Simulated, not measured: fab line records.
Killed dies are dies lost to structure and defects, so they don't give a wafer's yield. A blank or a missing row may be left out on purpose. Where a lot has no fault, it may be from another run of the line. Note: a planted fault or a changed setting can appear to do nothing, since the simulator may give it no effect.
Which tool did it?    flow n5_finfet    24 lots with 72 wafers sampled at 6 steps, on a route of 1938 steps

## WHAT EACH GAUGE READ, for each wafer
N5_BEOL_M8_CD_MEAS_18: pitch 80 nm, target cd 40 nm. Usual: cd_nm reads 39.9 nm (standard deviation 0.47).
lot   measured      on         cd_nm (nm)      flag
L074  day 10 10:18  cd_sem-03  40.4 40.6 40.2  
L075  day 10 20:35  cd_sem-01  39.9 39.8 40.8  
L077  day 11 02:02  cd_sem-02  40.2 40.5 40.9  
L078  day 11 17:35  cd_sem-01  40.3 39.5 40.0  
L076  day 11 17:47  cd_sem-03  39.7 39.6 39.7  
L079  day 11 20:31  cd_sem-03  40.3 40.0 39.5  
L080  day 11 23:26  cd_sem-03  39.8 40.2 39.2  
L081  day 12 05:47  cd_sem-02  39.5 39.8 39.8  
L082  day 12 17:28  cd_sem-01  39.1 39.4 39.3  
L083  day 12 22:47  cd_sem-01  39.4 39.8 40.2  
L084  day 13 05:13  cd_sem-02  39.7 39.7 40.0  
L086  day 13 06:01  cd_sem-02  39.3 38.7 39.2  
L085  day 13 19:10  cd_sem-03  39.7 40.0 40.1  
L087  day 13 19:13  cd_sem-03  39.5 38.6 39.2  
L088  day 14 00:59  cd_sem-01  41.2 39.5 40.4  
L089  day 14 05:08  cd_sem-01  40.3 39.7 40.4  
L090  day 14 13:07  cd_sem-01  39.2 39.8 40.2  
L091  day 15 01:22  cd_sem-01  40.5 40.1 40.0  
L092  day 15 03:38  cd_sem-03  39.9 40.6 39.6  
L093  day 15 06:04  cd_sem-02  39.6 39.8 39.6  
L094  day 15 09:00  cd_sem-03  40.0 40.2 39.5  
L095  day 15 16:08  cd_sem-03  39.2 40.6 39.7  
L096  day 16 04:19  cd_sem-03  40.2 39.9 40.1  
L097  day 16 17:56  cd_sem-01  39.5 38.9 39.2  

## TOOL THAT RAN EACH LOT (tool first, then ch and the chambers of the sampled wafers, then the start)
lot   N5_BEOL_M7_TRENCH_ETCH_37                      N5_BEOL_M7_STRIP_80                            N5_BEOL_M7_DEGAS_44           N5_BEOL_M8_DESCUM_16                N5_BEOL_M8_HM_OPEN_17
L074  rie_diel-01 ch 1,3, day 10 05:58 or earlier    rie_diel-01 ch 1,3, day 10 05:58 or earlier    pvd_sputter-02, day 10 05:58  rie_diel-02 ch 0,3, day 10 09:50    rie_metal-01 ch 0,1, day 10 10:07
L075  rie_diel-06 ch 0,2,3, day 10 14:28 or earlier  rie_diel-06 ch 0,2,3, day 10 14:28 or earlier  pvd_sputter-02, day 10 14:28  rie_diel-03 ch 0,2, day 10 20:07    rie_metal-03 ch 0, day 10 20:24
L077  rie_diel-06 ch 0,1,2, day 10 20:57 or earlier  rie_diel-06 ch 0,1,2, day 10 20:57 or earlier  pvd_sputter-03, day 10 20:57  rie_diel-05 ch 0,2,3, day 11 01:34  rie_metal-02 ch 0,1, day 11 01:51
L078  rie_diel-04 ch 2,3, day 11 11:16 or earlier    rie_diel-04 ch 2,3, day 11 11:16 or earlier    pvd_sputter-03, day 11 11:16  rie_diel-03 ch 1,3, day 11 17:06    rie_metal-02 ch 0,1, day 11 17:22
L076  rie_diel-01 ch 0,1,3, day 11 13:00 or earlier  rie_diel-01 ch 0,1,3, day 11 13:00 or earlier  pvd_sputter-01, day 11 13:00  rie_diel-05 ch 0,1,3, day 11 17:20  rie_metal-01 ch 0,1, day 11 17:37
L079  rie_diel-04 ch 0,2,3, day 11 13:52 or earlier  rie_diel-04 ch 0,2,3, day 11 13:52 or earlier  pvd_sputter-03, day 11 13:52  rie_diel-02 ch 0,1,2, day 11 20:04  rie_metal-01 ch 0,1, day 11 20:20
L080  rie_diel-01 ch 0,1, day 11 17:04 or earlier    rie_diel-01 ch 0,1, day 11 17:04 or earlier    pvd_sputter-01, day 11 17:04  rie_diel-03 ch 0,3, day 11 22:57    rie_metal-03 ch 0,1, day 11 23:16
L081  rie_diel-06 ch 0,3, day 11 23:07 or earlier    rie_diel-06 ch 0,3, day 11 23:07 or earlier    pvd_sputter-02, day 11 23:07  rie_diel-05 ch 0,2,3, day 12 05:08  rie_metal-03 ch 0,1, day 12 05:25
L082  rie_diel-06 ch 0,2,3, day 12 11:20 or earlier  rie_diel-06 ch 0,2,3, day 12 11:20 or earlier  pvd_sputter-02, day 12 11:20  rie_diel-05 ch 0,1,2, day 12 17:00  rie_metal-03 ch 0,1, day 12 17:17
L083  rie_diel-04 ch 0,1,3, day 12 15:06 or earlier  rie_diel-04 ch 0,1,3, day 12 15:06 or earlier  pvd_sputter-02, day 12 15:06  rie_diel-03 ch 0,1,2, day 12 22:11  rie_metal-01 ch 0, day 12 22:28
L084  rie_diel-06 ch 1,3, day 13 00:41 or earlier    rie_diel-06 ch 0,2, day 13 00:41 or earlier    pvd_sputter-01, day 13 00:41  rie_diel-02 ch 0,3, day 13 04:22    rie_metal-02 ch 1, day 13 04:40
L086  rie_diel-04 ch 0,1,2, day 13 01:25 or earlier  rie_diel-04 ch 0,1,2, day 13 01:25 or earlier  pvd_sputter-03, day 13 01:25  rie_diel-05 ch 0,2,3, day 13 05:31  rie_metal-03 ch 0,1, day 13 05:47
L085  rie_diel-01 ch 0,1,2, day 13 12:44 or earlier  rie_diel-01 ch 0,1,2, day 13 12:44 or earlier  pvd_sputter-03, day 13 12:44  rie_diel-05 ch 1,2,3, day 13 18:35  rie_metal-03 ch 0,1, day 13 18:52
L087  rie_diel-06 ch 2,3, day 13 12:53 or earlier    rie_diel-06 ch 2,3, day 13 12:53 or earlier    pvd_sputter-03, day 13 12:53  rie_diel-03 ch 0,2,3, day 13 18:35  rie_metal-02 ch 1, day 13 18:51
L088  rie_diel-06 ch 2,3, day 13 19:05 or earlier    rie_diel-06 ch 2,3, day 13 19:05 or earlier    pvd_sputter-03, day 13 19:05  rie_diel-03 ch 0,3, day 14 00:20    rie_metal-03 ch 1, day 14 00:37
L089  rie_diel-01 ch 0,1,3, day 13 23:24 or earlier  rie_diel-01 ch 0,1,3, day 13 23:24 or earlier  pvd_sputter-01, day 13 23:24  rie_diel-05 ch 0,1,2, day 14 04:40  rie_metal-01 ch 0,1, day 14 04:58
L090  rie_diel-06 ch 0,1,3, day 14 08:06 or earlier  rie_diel-06 ch 0,1,3, day 14 08:06 or earlier  pvd_sputter-02, day 14 08:06  rie_diel-03 ch 1,2, day 14 12:37    rie_metal-02 ch 0,1, day 14 12:53
L091  rie_diel-04 ch 0,3, day 14 17:33 or earlier    rie_diel-04 ch 0,3, day 14 17:33 or earlier    pvd_sputter-01, day 14 17:33  rie_diel-02 ch 1,2, day 15 00:43    rie_metal-01 ch 0,1, day 15 00:59
L092  rie_diel-04 ch 0,3, day 14 20:17 or earlier    rie_diel-04 ch 0,3, day 14 20:17 or earlier    pvd_sputter-03, day 14 20:17  rie_diel-05 ch 0,1,2, day 15 02:48  rie_metal-01 ch 0,1, day 15 03:05
L093  rie_diel-01 ch 0,1,2, day 15 01:35 or earlier  rie_diel-01 ch 0,1,2, day 15 01:35 or earlier  pvd_sputter-02, day 15 01:35  rie_diel-03 ch 0,2, day 15 05:34    rie_metal-01 ch 0,1, day 15 05:50
L094  rie_diel-06 ch 0,2, day 15 03:16 or earlier    rie_diel-06 ch 0,2, day 15 03:16 or earlier    pvd_sputter-02, day 15 03:16  rie_diel-05 ch 1,2, day 15 08:24    rie_metal-02 ch 0,1, day 15 08:41
L095  rie_diel-04 ch 2,3, day 15 11:02 or earlier    rie_diel-04 ch 2,3, day 15 11:02 or earlier    pvd_sputter-02, day 15 11:02  rie_diel-03 ch 0,1,3, day 15 15:40  rie_metal-01 ch 0,1, day 15 15:57
L096  rie_diel-04 ch 0,1,2, day 15 19:30 or earlier  rie_diel-04 ch 0,1,2, day 15 19:30 or earlier  pvd_sputter-01, day 15 19:30  rie_diel-03 ch 0,1,3, day 16 03:38  rie_metal-01 ch 0,1, day 16 03:55
L097  rie_diel-06 ch 0,3, day 16 12:35 or earlier    rie_diel-06 ch 0,3, day 16 12:35 or earlier    pvd_sputter-02, day 16 12:35  rie_diel-02 ch 2,3, day 16 17:26    rie_metal-02 ch 0,1, day 16 17:43
- N5_BEOL_M7_TRENCH_ETCH_37: etches SiCOH lowk in C4F6/O2, target depth 93.478 nm, time 31.2 s.
- N5_BEOL_M7_STRIP_80: strips in N2/H2, time 10 s.
- N5_BEOL_M7_DEGAS_44: time 60 s.
- N5_BEOL_M8_DESCUM_16: chemistry O2, time 7.9 s.
- N5_BEOL_M8_HM_OPEN_17: chemistry Cl2/BCl3, target TiN, target depth 20 nm, overetch 6 nm.

## AS READ BY THE TOOLS THEMSELVES (means over the sampled wafers that have a number; for cases with no such wafer, the mark the record gives instead)
N5_BEOL_M7_TRENCH_ETCH_37. Usual: drypump_motor_current_A 5.8 A, standard deviation 0.62; oes_f_703_au 0.79 a.u., standard deviation 0.072; oes_product_au 0.80 a.u., standard deviation 0.073; rf_vpp_V 669 V, standard deviation 6.5; showerhead_plenum_p_Torr 2.85 Torr, standard deviation 0.089; throttle_valve_pct 20.94 %, standard deviation 0.19.
lot   tool         drypump_motor_current_A (A)  oes_f_703_au (a.u.)  oes_product_au (a.u.)  rf_vpp_V (V)  showerhead_plenum_p_Torr (Torr)  throttle_valve_pct (%)  flag
L074  rie_diel-01  6.3                          0.85                 0.84                   658           2.86                             20.77                   
L075  rie_diel-06  6.0                          0.82                 0.84                   669           2.84                             21.00                   
L077  rie_diel-06  5.9                          0.83                 0.84                   673           2.88                             20.89                   
L078  rie_diel-04  6.0                          0.82                 0.82                   671           2.84                             20.86                   
L076  rie_diel-01  5.8                          0.84                 0.83                   659           2.85                             20.76                   
L079  rie_diel-04  5.8                          0.83                 0.84                   671           2.88                             20.85                   
L080  rie_diel-01  5.9                          0.81                 0.81                   657           2.88                             20.83                   
L081  rie_diel-06  5.5                          0.74                 0.75                   666           2.77                             21.13                   
L082  rie_diel-06  6.0                          0.80                 0.81                   670           2.83                             21.02                   
L083  rie_diel-04  5.7                          0.83                 0.84                   669           2.95                             20.84                   
L084  rie_diel-06  5.1                          0.69                 0.70                   669           2.74                             21.21                   
L086  rie_diel-04  5.8                          0.79                 0.79                   670           2.90                             20.98                   
L085  rie_diel-01  5.7                          0.78                 0.77                   662           2.83                             20.92                   
L087  rie_diel-06  6.1                          0.80                 0.81                   672           2.83                             21.11                   
L088  rie_diel-06  6.1                          0.80                 0.81                   674           2.83                             21.11                   
L089  rie_diel-01  5.9                          0.82                 0.81                   659           2.84                             20.78                   
L090  rie_diel-06  5.4                          0.73                 0.74                   670           2.80                             21.04                   
L091  rie_diel-04  5.5                          0.86                 0.87                   671           2.96                             20.77                   
L092  rie_diel-04  5.7                          0.84                 0.85                   671           2.92                             20.75                   
L093  rie_diel-01  5.7                          0.77                 0.76                   661           2.82                             20.94                   
L094  rie_diel-06  6.5                          0.83                 0.85                   673           2.89                             20.94                   
L095  rie_diel-04  6.0                          0.79                 0.80                   673           2.83                             20.90                   
L096  rie_diel-04  5.8                          0.77                 0.77                   669           2.90                             21.02                   
L097  rie_diel-06  5.8                          0.84                 0.87                   669           2.93                             20.86                   

N5_BEOL_M7_STRIP_80. Usual: drypump_motor_current_A 5.8 A, standard deviation 0.62; oes_product_au 0.80 a.u., standard deviation 0.073; rf_vpp_V 59.1 V, standard deviation 0.87; showerhead_plenum_p_Torr 2.54 Torr, standard deviation 0.085; throttle_valve_pct 23.71 %, standard deviation 0.22.
lot   tool         drypump_motor_current_A (A)  oes_product_au (a.u.)  rf_vpp_V (V)  showerhead_plenum_p_Torr (Torr)  throttle_valve_pct (%)  flag
L074  rie_diel-01  6.3                          0.83                   59.0          2.54                             23.54                   
L075  rie_diel-06  6.0                          0.84                   58.2          2.53                             23.83                   
L077  rie_diel-06  6.0                          0.84                   59.2          2.56                             23.71                   
L078  rie_diel-04  6.0                          0.83                   58.1          2.53                             23.70                   
L076  rie_diel-01  5.8                          0.83                   59.0          2.54                             23.50                   
L079  rie_diel-04  5.8                          0.84                   59.9          2.57                             23.65                   
L080  rie_diel-01  5.9                          0.80                   59.5          2.57                             23.57                   
L081  rie_diel-06  5.5                          0.75                   58.9          2.46                             23.92                   
L082  rie_diel-06  6.0                          0.81                   58.4          2.52                             23.84                   
L083  rie_diel-04  5.7                          0.83                   59.6          2.64                             23.56                   
L084  rie_diel-06  6.4                          0.86                   59.0          2.58                             23.71                   
L086  rie_diel-04  5.8                          0.79                   59.1          2.59                             23.74                   
L085  rie_diel-01  5.7                          0.77                   58.9          2.51                             23.65                   
L087  rie_diel-06  6.1                          0.81                   58.7          2.52                             23.94                   
L088  rie_diel-06  6.1                          0.81                   59.6          2.52                             23.94                   
L089  rie_diel-01  5.9                          0.80                   59.7          2.53                             23.52                   
L090  rie_diel-06  5.4                          0.75                   57.9          2.49                             23.81                   
L091  rie_diel-04  5.5                          0.86                   59.3          2.65                             23.47                   
L092  rie_diel-04  5.7                          0.85                   59.5          2.61                             23.52                   
L093  rie_diel-01  5.7                          0.76                   59.2          2.51                             23.65                   
L094  rie_diel-06  6.5                          0.86                   59.1          2.58                             23.80                   
L095  rie_diel-04  6.0                          0.80                   58.9          2.51                             23.75                   
L096  rie_diel-04  5.8                          0.76                   59.2          2.58                             23.77                   
L097  rie_diel-06  5.9                          0.87                   58.7          2.62                             23.71                   

N5_BEOL_M7_DEGAS_44. Usual: heater_power_w reads 327 W (standard deviation 16).
lot   tool            heater_power_w (W)  flag
L074  pvd_sputter-02  318                 
L075  pvd_sputter-02  335                 
L077  pvd_sputter-03  326                 
L078  pvd_sputter-03  334                 
L076  pvd_sputter-01  318                 
L079  pvd_sputter-03  331                 
L080  pvd_sputter-01  336                 
L081  pvd_sputter-02  330                 
L082  pvd_sputter-02  329                 
L083  pvd_sputter-02  332                 
L084  pvd_sputter-01  335                 
L086  pvd_sputter-03  335                 
L085  pvd_sputter-03  326                 
L087  pvd_sputter-03  331                 
L088  pvd_sputter-03  335                 
L089  pvd_sputter-01  327                 
L090  pvd_sputter-02  335                 
L091  pvd_sputter-01  326                 
L092  pvd_sputter-03  329                 
L093  pvd_sputter-02  331                 
L094  pvd_sputter-02  341                 
L095  pvd_sputter-02  319                 
L096  pvd_sputter-01  319                 
L097  pvd_sputter-02  334                 

N5_BEOL_M8_DESCUM_16. Usual: drypump_motor_current_A 5.9 A, standard deviation 0.5; oes_product_au 0.78 a.u., standard deviation 0.077; rf_vpp_V 243.9 V, standard deviation 1.4; showerhead_plenum_p_Torr 2.14 Torr, standard deviation 0.057; throttle_valve_pct 20.44 %, standard deviation 0.2.
lot   tool         drypump_motor_current_A (A)  oes_product_au (a.u.)  rf_vpp_V (V)  showerhead_plenum_p_Torr (Torr)  throttle_valve_pct (%)  flag
L074  rie_diel-02  5.9                          0.77                   244.8         2.18                             20.51                   
L075  rie_diel-03  6.2                          0.88                   244.2         2.17                             20.33                   
L077  rie_diel-05  6.0                          0.70                   244.1         2.17                             20.49                   
L078  rie_diel-03  6.5                          0.72                   243.8         2.13                             20.26                   
L076  rie_diel-05  5.7                          0.75                   243.6         2.12                             20.51                   
L079  rie_diel-02  5.8                          0.82                   244.8         2.14                             20.40                   
L080  rie_diel-03  6.3                          0.82                   244.2         2.12                             20.31                   
L081  rie_diel-05  6.0                          0.79                   244.8         2.16                             20.41                   
L082  rie_diel-05  5.5                          0.83                   243.1         2.12                             20.33                   
L083  rie_diel-03  6.3                          0.79                   244.2         2.17                             20.34                   
L084  rie_diel-02  6.1                          0.73                   243.2         2.16                             20.51                   
L086  rie_diel-05  6.0                          0.78                   244.3         2.16                             20.42                   
L085  rie_diel-05  5.7                          0.81                   242.9         2.11                             20.36                   
L087  rie_diel-03  6.1                          0.79                   243.9         2.14                             20.48                   
L088  rie_diel-03  6.2                          0.76                   243.7         2.09                             20.46                   
L089  rie_diel-05  5.5                          0.81                   243.4         2.12                             20.33                   
L090  rie_diel-03  6.1                          0.77                   244.3         2.18                             20.50                   
L091  rie_diel-02  5.3                          0.83                   243.0         2.09                             20.41                   
L092  rie_diel-05  5.5                          0.80                   243.0         2.12                             20.33                   
L093  rie_diel-03  6.0                          0.80                   245.1         2.18                             20.54                   
L094  rie_diel-05  5.2                          0.84                   243.2         2.07                             20.28                   
L095  rie_diel-03  6.4                          0.74                   243.4         2.11                             20.35                   
L096  rie_diel-03  6.4                          0.74                   243.3         2.11                             20.36                   
L097  rie_diel-02  5.9                          0.79                   245.4         2.18                             20.58                   

N5_BEOL_M8_HM_OPEN_17. Usual: drypump_motor_current_A 5.5 A, standard deviation 0.38; oes_product_au 0.67 a.u., standard deviation 0.11; throttle_valve_pct 22.14 %, standard deviation 0.23.
lot   tool          drypump_motor_current_A (A)  oes_product_au (a.u.)  throttle_valve_pct (%)  flag
L074  rie_metal-01  5.8                          0.57                   22.29                   
L075  rie_metal-03  5.3                          0.80                   22.21                   
L077  rie_metal-02  5.5                          0.64                   21.96                   
L078  rie_metal-02  5.5                          0.63                   21.97                   
L076  rie_metal-01  5.4                          0.56                   22.38                   
L079  rie_metal-01  5.4                          0.56                   22.38                   
L080  rie_metal-03  5.3                          0.77                   22.11                   
L081  rie_metal-03  5.3                          0.76                   22.13                   
L082  rie_metal-03  5.3                          0.76                   22.10                   
L083  rie_metal-01  5.1                          0.56                   22.46                   
L084  rie_metal-02  5.8                          0.78                   21.92                   
L086  rie_metal-03  5.3                          0.77                   22.09                   
L085  rie_metal-03  5.3                          0.73                   22.01                   
L087  rie_metal-02  5.8                          0.75                   21.95                   
L088  rie_metal-03  5.2                          0.70                   21.91                   
L089  rie_metal-01  5.4                          0.56                   22.38                   
L090  rie_metal-02  5.7                          0.78                   21.91                   
L091  rie_metal-01  5.4                          0.55                   22.39                   
L092  rie_metal-01  5.4                          0.56                   22.39                   
L093  rie_metal-01  5.4                          0.55                   22.41                   
L094  rie_metal-02  5.5                          0.78                   21.88                   
L095  rie_metal-01  5.4                          0.55                   22.39                   
L096  rie_metal-01  5.4                          0.55                   22.40                   
L097  rie_metal-02  5.5                          0.76                   21.88                   

## THE ANSWER, worked out from the rows above alone
Rule: a lot counts as off when the mean over its wafers that have a number is more than 3 standard deviations away from the usual mean. A lot without any number at a reading at which 4 lots or more have one is off too. Where the step has rows for the other lots, those lots are counted as sound. Order of review: gauges by route order, followed by the tools' own readings, for which a lot's mean as printed above is used. At the first step where some lot is off, the reading lying furthest off is the one used; lots without a number count as furthest.
No lot is off on any of the readings shown, so nothing can be concluded from this.

## WHAT THE SIMULATOR HAD PUT IN
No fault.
